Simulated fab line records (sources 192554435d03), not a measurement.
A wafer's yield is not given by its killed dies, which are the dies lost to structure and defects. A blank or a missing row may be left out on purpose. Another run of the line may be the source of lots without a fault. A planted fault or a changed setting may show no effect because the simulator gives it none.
fab line records ; flow n5_finfet ; part 2 of 2: steps 5 to 6 of 6
record lots=19; wafers=57; last_day=17
route steps=1938 shown DUMMY_REMOVAL@378 HKMG_FIN@406 GATE_CUT@465
lots with no fault: from the same line, run without faults
start_h: start of the lot's first displayed wafer, in hours after the record's first day ; wait_h: hours since the lot's step before ; " repeats the value in the row above ; L1.1+2: a row that stands for several wafers ; - no value present, or no start provided ; * or withheld: withheld ; < > ~ a bound
route shown NAME@n: names a module that has steps shown in the file, with the first one's number in the route ; usual: mean/standard deviation taken from wafers without a fault ; same: alike in all rows ; chamber/n: place in a boat ; sites: readings site by site ; _std_site: their standard deviation ; _edge_site: inner sites' mean taken away from outer sites' mean ; radius_mm: how far each site lies from the wafer's centre ; mask NAME#n: copy n ; behind: tool/chamber where the wafer was last shaped ; hold: why the lot went on hold/how many hours it stayed there/how the hold came to an end ; device: transistor that didn't switch, given as n, p or np ; end of line: the same wafers' tests at the end of the route ; for a step that has no rows: nothing shown but its recipe ; killed: count of dies lost to structure and defects at first sort (not the wafer's yield) ; map: shows each die of a wafer: x if killed, . if not, _ if none is there
set.NAME: the setting that was run; set.NAME@STEP: the one run at that earlier step ; model.NAME: the simulator's own value behind a step, which no gauge read
route steps across a sampled set of lots; one table per step, one row per wafer
services: when a tool's chamber went out of use (start_h, in hours from the record's first day, below 0 if earlier), for how many hours, and the reason
## steps
# step N5_GATE_CUT_ETCH_37
# recipe chemistry=N2/H2; target=SOC; target_depth_a=600; overetch_a=120; mask_material=SiARC; temp_c=40; time_s=90; ion_energy_ev=200; pressure_mtorr=30; source_w=840; bias_w=150; n2_flow_sccm=200; h2_flow_sccm=200
# usual drypump_motor_current_A=5.9/0.48; h2_flow_sccm=200.0/0.56; oes_product_au=0.66/0.039; rf_fwd_power_W=834.8/3; rf_vpp_V=523.5/2.6; showerhead_plenum_p_Torr=2.52/0.093; temp_c=39.99/0.12; throttle_valve_pct=17.82/0.11
lot.wafer;tool;chamber;start_h;wait_h;drypump_motor_current_A;h2_flow_sccm;oes_product_au;rf_fwd_power_W;rf_hours_counter_h;rf_vpp_V;showerhead_plenum_p_Torr;temp_c;throttle_valve_pct
L074.1;rie_diel-03;2;84.21;0.0;5.3;199.9;0.67;840.3;166;523.4;2.54;39.81;17.76
L074.2;rie_diel-03;3;84.21;0.0;5.3;200.3;0.68;836.4;144;521.2;2.42;40.06;17.83
L074.3;rie_diel-03;1;84.21;0.0;6.5;200.0;0.66;834.3;152;523.5;2.54;40.10;17.79
L075.1;rie_diel-04;3;90.08;0.0;6.0;200.1;0.66;837.2;150;527.9;2.64;39.85;17.62
L075.3;rie_diel-04;2;90.08;0.0;5.4;200.0;0.69;836.7;123;524.7;2.55;40.06;17.73
L075.5;rie_diel-04;1;90.08;0.0;6.0;201.0;0.67;836.0;-;526.1;2.65;39.89;17.86
L076.1;rie_diel-04;0;97.10;0.0;6.4;200.3;0.66;832.3;192;520.2;2.40;40.12;18.00
L076.4;rie_diel-04;2;97.10;0.0;5.4;199.8;0.69;831.7;125;523.7;2.55;40.07;17.73
L076.5;rie_diel-04;0;97.10;0.0;6.4;199.9;0.65;835.1;-;520.3;2.40;39.80;18.01
L077.1;rie_diel-03;2;101.05;0.0;5.3;200.8;0.67;831.8;171;525.6;2.54;39.85;17.77
L077.3;rie_diel-03;1;101.05;0.0;6.5;200.4;0.66;835.8;157;523.4;2.53;39.86;17.80
L077.5;rie_diel-03;3;101.05;0.0;5.3;199.7;0.68;834.3;-;520.5;2.42;39.94;17.85
L079.1;rie_diel-02;1;113.54;0.0;6.1;199.4;0.69;836.6;129;522.0;2.45;40.25;17.70
L079.3;rie_diel-02;0;113.54;0.0;5.1;200.5;0.74;839.1;81;529.2;2.67;39.93;17.66
L079.5;rie_diel-02;3;113.54;0.0;6.6;199.9;0.61;828.6;-;525.8;2.61;40.02;17.92
L080.2;rie_diel-02;0;124.69;0.0;5.1;199.9;0.74;836.8;84;526.5;2.67;39.89;17.66
L080.3;rie_diel-02;2;124.69;0.0;6.2;200.0;0.68;836.6;146;524.8;2.54;39.88;17.65
L080.6;rie_diel-02;0;124.69;0.0;5.1;200.6;0.74;834.0;-;528.1;2.67;39.82;17.67
L081.1;rie_diel-04;3;125.23;0.0;6.0;199.0;0.65;839.2;160;526.3;2.64;40.05;17.63
L081.3;rie_diel-04;2;125.23;0.0;5.4;200.5;0.68;833.9;134;525.9;2.54;40.26;17.74
L081.5;rie_diel-04;2;125.23;0.0;5.4;199.8;0.69;835.1;-;524.8;2.54;40.04;17.75
L084.1;rie_diel-03;2;148.81;0.0;5.3;200.1;0.66;836.3;184;523.0;2.54;40.06;17.80
L084.5;rie_diel-03;3;148.81;0.0;5.3;199.2;0.66;832.6;-;521.3;2.41;40.14;17.88
L084.6;rie_diel-03;0;148.81;0.0;5.9;200.7;0.62;835.1;-;521.2;2.40;39.88;17.95
L086.1;rie_diel-03;2;159.68;0.0;5.3;199.9;0.65;838.0;187;522.0;2.53;39.99;17.79
L086.3;rie_diel-03;3;159.68;0.0;5.3;199.7;0.66;838.5;168;520.4;2.41;40.04;17.89
L086.4;rie_diel-03;1;159.68;0.0;6.5;199.4;0.65;840.0;175;523.9;2.53;40.01;17.83
L087.2;rie_diel-04;2;162.54;0.0;5.4;199.5;0.68;829.1;146;524.1;2.54;39.80;17.77
L087.3;rie_diel-04;1;162.54;0.0;6.0;200.2;0.65;831.0;155;525.1;2.64;39.86;17.89
L087.5;rie_diel-04;0;162.54;0.0;6.3;201.0;0.65;836.3;-;521.6;2.40;40.13;18.02
L088.2;rie_diel-03;0;166.50;0.0;5.9;199.6;0.62;834.3;232;520.5;2.40;40.11;17.96
L088.3;rie_diel-03;1;166.50;0.0;6.5;200.8;0.65;840.1;177;522.8;2.53;40.03;17.82
L088.5;rie_diel-03;1;166.50;0.0;6.5;199.9;0.65;838.7;-;522.2;2.53;39.94;17.82
L089.1;rie_diel-03;2;176.28;0.0;5.3;200.0;0.65;833.3;193;525.3;2.53;39.99;17.80
L089.2;rie_diel-03;1;176.28;0.0;6.5;200.0;0.65;837.3;180;524.2;2.52;39.84;17.83
L089.3;rie_diel-03;0;176.28;0.0;5.9;198.6;0.62;836.8;235;521.3;2.40;39.89;17.93
L090.1;rie_diel-03;3;183.35;0.0;5.3;199.5;0.66;833.5;175;520.5;2.41;39.99;17.90
L090.5;rie_diel-03;1;183.35;0.0;6.5;199.8;0.64;837.7;-;524.4;2.52;39.90;17.84
L090.6;rie_diel-03;0;183.35;0.0;5.9;199.5;0.62;837.8;-;520.3;2.40;40.04;17.95
L092.1;rie_diel-03;2;191.21;0.0;5.3;200.8;0.65;836.7;197;521.8;2.53;39.80;17.82
L092.2;rie_diel-03;0;191.21;0.0;5.9;200.0;0.61;829.4;239;520.0;2.40;39.84;17.98
L092.4;rie_diel-03;3;191.21;0.0;5.3;200.4;0.64;833.6;177;521.5;2.41;40.00;17.90
L093.3;rie_diel-03;2;199.76;0.0;5.3;199.7;0.64;838.0;200;523.7;2.53;40.31;17.83
L093.5;rie_diel-03;0;199.76;0.0;5.9;201.3;0.61;832.8;-;518.8;2.40;39.97;17.95
L093.6;rie_diel-03;1;199.76;0.0;6.5;200.9;0.64;837.0;-;522.9;2.52;40.05;17.84
L094.2;rie_diel-02;3;205.22;0.0;6.7;199.8;0.87;830.5;4;526.8;2.60;39.83;17.59
L094.5;rie_diel-02;2;205.22;0.0;6.1;200.9;0.66;837.4;-;523.0;2.53;39.94;17.69
L094.6;rie_diel-02;3;205.22;0.0;6.6;199.5;0.85;829.2;-;524.8;2.60;39.72;17.57
L095.1;rie_diel-02;2;211.09;0.0;6.1;200.7;0.66;838.7;170;522.9;2.53;39.91;17.69
L095.2;rie_diel-02;1;211.09;0.0;6.2;200.3;0.68;835.3;156;521.0;2.44;39.97;17.76
L095.4;rie_diel-02;0;211.09;0.0;5.1;200.8;0.71;840.0;-;527.2;2.66;40.04;17.71
L096.4;rie_diel-02;2;216.11;0.0;6.1;200.1;0.66;838.7;172;523.0;2.53;39.95;17.69
L096.5;rie_diel-02;0;216.11;0.0;5.1;200.5;0.71;834.5;-;526.7;2.66;39.93;17.72
L096.6;rie_diel-02;1;216.11;0.0;6.1;200.8;0.68;832.8;-;519.1;2.44;39.95;17.75
L097.1;rie_diel-03;3;224.41;0.0;5.3;199.7;0.65;836.0;185;521.0;2.41;40.01;17.93
L097.2;rie_diel-03;1;224.41;0.0;6.5;199.8;0.63;835.7;195;523.6;2.52;40.21;17.86
L097.6;rie_diel-03;2;224.41;0.0;5.3;200.3;0.64;833.7;-;523.2;2.53;40.04;17.84
# step N5_GATE_CUT_STRIP_21
# recipe chemistry=N2/H2; time_s=30; power_w=1000; temp_c=250; pressure_mtorr=withheld; n2_flow_sccm=1750; h2_flow_sccm=3250
# usual drypump_motor_current_A=5.8/0.38; h2_flow_sccm=3250/11; heater_power_w=336/27; temp_c=249.99/0.18
lot.wafer;tool;chamber;start_h;wait_h;drypump_motor_current_A;h2_flow_sccm;heater_power_w;rf_hours_counter_h;temp_c
L074.1;plasma_asher-01;0;84.82;0.0;5.3;3255;360;85;249.76
L074.2;plasma_asher-01;1;84.82;0.0;6.0;3263;289;85;249.85
L074.3;plasma_asher-01;0;84.82;0.0;5.2;3237;366;-;249.95
L075.1;plasma_asher-02;1;90.68;0.0;6.0;3258;334;40;249.98
L075.3;plasma_asher-02;1;90.68;0.0;6.0;3260;343;-;249.88
L075.5;plasma_asher-02;0;90.68;0.0;6.2;3245;348;-;249.98
L076.1;plasma_asher-02;1;97.71;0.0;6.0;3259;342;42;249.89
L076.4;plasma_asher-02;0;97.71;0.0;6.2;3243;348;-;250.04
L076.5;plasma_asher-02;1;97.71;0.0;6.0;3248;335;-;249.94
L077.1;plasma_asher-01;1;101.65;0.0;6.0;3263;305;88;249.78
L077.3;plasma_asher-01;1;101.65;0.0;6.0;3273;304;-;249.64
L077.5;plasma_asher-01;1;101.65;0.0;6.0;3273;294;-;249.92
L079.1;plasma_asher-01;1;114.14;0.0;6.1;3258;289;90;249.86
L079.3;plasma_asher-01;0;114.14;0.0;5.2;3249;357;-;250.07
L079.5;plasma_asher-01;0;114.14;0.0;5.2;3248;354;-;250.22
L080.2;plasma_asher-02;1;125.30;0.0;6.0;3248;336;48;250.12
L080.3;plasma_asher-02;1;125.30;0.0;6.0;3283;332;-;249.80
L080.6;plasma_asher-02;0;125.30;0.0;6.2;3269;363;-;250.05
L081.1;plasma_asher-01;0;125.83;0.0;5.3;3249;363;92;249.88
L081.3;plasma_asher-01;1;125.83;0.0;6.0;3241;298;-;250.08
L081.5;plasma_asher-01;1;125.83;0.0;6.0;3237;291;-;249.97
L084.1;plasma_asher-02;0;149.42;0.0;6.2;3239;350;51;250.18
L084.5;plasma_asher-02;0;149.42;0.0;6.2;3237;350;-;250.09
L084.6;plasma_asher-02;1;149.42;0.0;6.0;3230;338;-;249.87
L086.1;plasma_asher-01;0;160.28;0.0;5.3;3261;365;101;249.95
L086.3;plasma_asher-01;0;160.28;0.0;5.3;3255;364;-;249.78
L086.4;plasma_asher-01;1;160.28;0.0;6.0;3250;299;-;249.95
L087.2;plasma_asher-01;0;163.15;0.1;5.2;3263;368;101;250.21
L087.3;plasma_asher-01;0;163.15;0.1;5.3;3255;363;-;249.98
L087.5;plasma_asher-01;1;163.15;0.1;6.0;3256;300;-;250.05
L088.2;plasma_asher-02;0;167.37;0.1;6.2;3243;343;55;250.11
L088.3;plasma_asher-02;1;167.37;0.1;6.0;3237;341;-;250.09
L088.5;plasma_asher-02;0;167.37;0.1;6.2;3261;352;-;250.16
L089.1;plasma_asher-01;1;176.88;0.0;6.0;3244;304;104;249.90
L089.2;plasma_asher-01;0;176.88;0.0;5.3;3244;359;104;250.22
L089.3;plasma_asher-01;1;176.88;0.0;6.0;3239;299;-;250.02
L090.1;plasma_asher-01;1;183.96;0.0;6.0;3251;302;105;250.48
L090.5;plasma_asher-01;1;183.96;0.0;6.0;3255;294;-;250.20
L090.6;plasma_asher-01;0;183.96;0.0;5.3;3239;370;-;249.91
L092.1;plasma_asher-02;0;191.82;0.0;6.2;3252;347;59;250.33
L092.2;plasma_asher-02;1;191.82;0.0;6.0;3250;330;59;249.61
L092.4;plasma_asher-02;1;191.82;0.0;6.0;3252;329;-;250.02
L093.3;plasma_asher-01;1;200.65;0.1;6.0;3222;295;-;249.97
L093.5;plasma_asher-01;0;200.65;0.1;5.3;3268;365;-;250.16
L093.6;plasma_asher-01;1;200.65;0.1;6.0;3232;303;-;249.95
L094.2;plasma_asher-01;1;205.82;0.0;6.0;3249;290;110;249.84
L094.5;plasma_asher-01;1;205.82;0.0;6.0;3254;296;-;249.96
L094.6;plasma_asher-01;0;205.82;0.0;5.2;3243;368;-;249.96
L095.1;plasma_asher-02;0;211.70;0.0;6.2;3243;352;63;250.21
L095.2;plasma_asher-02;1;211.70;0.0;6.0;3255;343;63;249.89
L095.4;plasma_asher-02;0;211.70;0.0;6.2;3244;357;-;250.19
L096.4;plasma_asher-01;0;216.73;0.1;5.2;3241;361;-;250.13
L096.5;plasma_asher-01;1;216.73;0.1;6.1;3232;301;-;249.91
L096.6;plasma_asher-01;0;216.73;0.1;5.3;3231;368;-;250.10
L097.1;plasma_asher-02;0;225.01;0.0;6.2;3263;347;65;249.95
L097.2;plasma_asher-02;1;225.01;0.0;6.0;3248;337;65;250.15
L097.6;plasma_asher-02;0;225.01;0.0;6.2;3262;347;-;250.44
## services
tool;chamber;start_h;hours;kind
rie_diel-02;-;53.02;14.6;pm
rie_diel-03;1;57.34;23.6;repair
rie_diel-04;3;60.92;12.0;repair
rie_diel-02;2;69.71;3.8;repair
rie_diel-02;1;71.07;1.3;repair
rie_diel-06;3;73.64;6.6;repair
rie_diel-05;2;80.74;5.5;repair
rie_diel-02;-;104.66;0.8;repair
rie_diel-05;0;110.92;6.6;repair
rie_diel-06;1;116.06;7.0;repair
rie_diel-04;-;117.44;2.2;repair
rie_diel-03;2;119.39;6.6;repair
rie_metal-01;-;124.67;2.8;pm
rie_diel-02;-;126.83;2.8;pm
plasma_asher-02;-;142.88;3.1;repair
rie_metal-03;1;171.39;9.5;repair
rie_diel-02;3;178.90;-;clean
rie_diel-02;3;178.90;-;consumable_replace:focus_ring
rie_diel-02;3;178.90;12.8;scheduled_down
rie_diel-02;3;178.90;12.8;vent_cycle
rie_metal-01;1;181.95;1.7;repair
rie_diel-01;1;194.65;3.8;repair
rie_diel-05;1;208.51;1.2;repair
rie_diel-02;3;210.65;2.9;repair
